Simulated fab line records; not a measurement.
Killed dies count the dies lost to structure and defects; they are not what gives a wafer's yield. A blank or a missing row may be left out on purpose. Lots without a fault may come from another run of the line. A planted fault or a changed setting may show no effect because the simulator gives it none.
Chamber matching ; flow nand_harc ; NHARC_P_GATE_DESCUM_31 on rie_diel-10 has 3 sister chambers
The step chemistry O2, time 3 s. 3 wafers are shown with their chamber, then 5 later ones without.

## WAFERS PAIRED WITH THEIR CHAMBERS
wafer;chamber;showerhead_plenum_p_Torr (Torr)
L081.1;1;2.01
L083.4;0;1.95
L083.5;2;1.80

## WAFERS WITHOUT THEIR CHAMBER
wafer;showerhead_plenum_p_Torr (Torr)
L087.3;2.01
L087.5;1.80
L092.3;2.00
L096.1;1.80
L096.3;2.00

## THE CHAMBER EACH PASSED THROUGH
wafer;from the rows above;in truth
L087.3;1;1
L087.5;2;2
L092.3;1;1
L096.1;2;2
L096.3;1;1
Correctly placed: 5 of 5. From these rows, 0 cannot be placed. Placed wrongly: 0.
How it was worked out, from the rows above alone: a wafer's distance from a chamber is the root of the sum, over the readings, of the square of ((its reading less the chamber's mean) divided by the reading's scatter). If the next closest chamber is less than 2 further off than the closest, the wafer can't be placed; otherwise it belongs to the closest. The mean given for a chamber averages the wafers shown for that chamber. The scatter: root of mean squared gap, hidden wafer to nearest shown wafer, with one shown wafer a chamber.
